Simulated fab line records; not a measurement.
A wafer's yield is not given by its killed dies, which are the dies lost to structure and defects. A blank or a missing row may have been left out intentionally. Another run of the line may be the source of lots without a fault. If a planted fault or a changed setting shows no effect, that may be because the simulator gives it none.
Chamber matching	flow n5-finfet	N5_BEOL_M8_CURE_75 on uv-cure-02: 3 sister chambers
The step cures SiCOH lowk, time 120 s. 3 wafers are shown with their chamber, then 8 later ones without.

== WAFERS WITH THEIR CHAMBER ==
wafer	chamber	wafer_temp_C_max
L085.4	2	371.5
L090.6	1	371.3
L096.1	0	373.4

== WAFERS WHOSE CHAMBER IS MISSING ==
wafer	wafer_temp_C_max
L096.3	372.8
L096.5	372.3
L096.2	372.7
L096.4	372.8
L096.6	373.6
L092.1	372.1
L092.2	372.0
L092.5	372.4

== THE CHAMBER EACH PASSED THROUGH ==
wafer	from the rows above	in truth
L096.3	can't be placed: 0 or 2 or 1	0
L096.5	can't be placed: 2 or 1 or 0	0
L096.2	can't be placed: 0 or 2 or 1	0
L096.4	can't be placed: 0 or 2 or 1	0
L096.6	0	0
L092.1	can't be placed: 2 or 1 or 0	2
L092.2	can't be placed: 2 or 1 or 0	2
L092.5	can't be placed: 2 or 0 or 1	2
1 of 8 placed correctly. Not placeable from these rows: 7 (in 7, the candidates include the true chamber). 0 placed wrongly.
How it was worked out, from the rows above alone: a wafer's distance from a chamber is the root of the sum, over the readings, of the square of ((its reading less the chamber's mean) divided by the reading's scatter). The wafer belongs to the nearest chamber; if the next one is less than 2 further off, it can't be placed. A chamber's mean is the mean of its shown wafers. The scatter: with one shown wafer a chamber, the root of the mean of the squares of how far each hidden wafer lies from its nearest shown one.
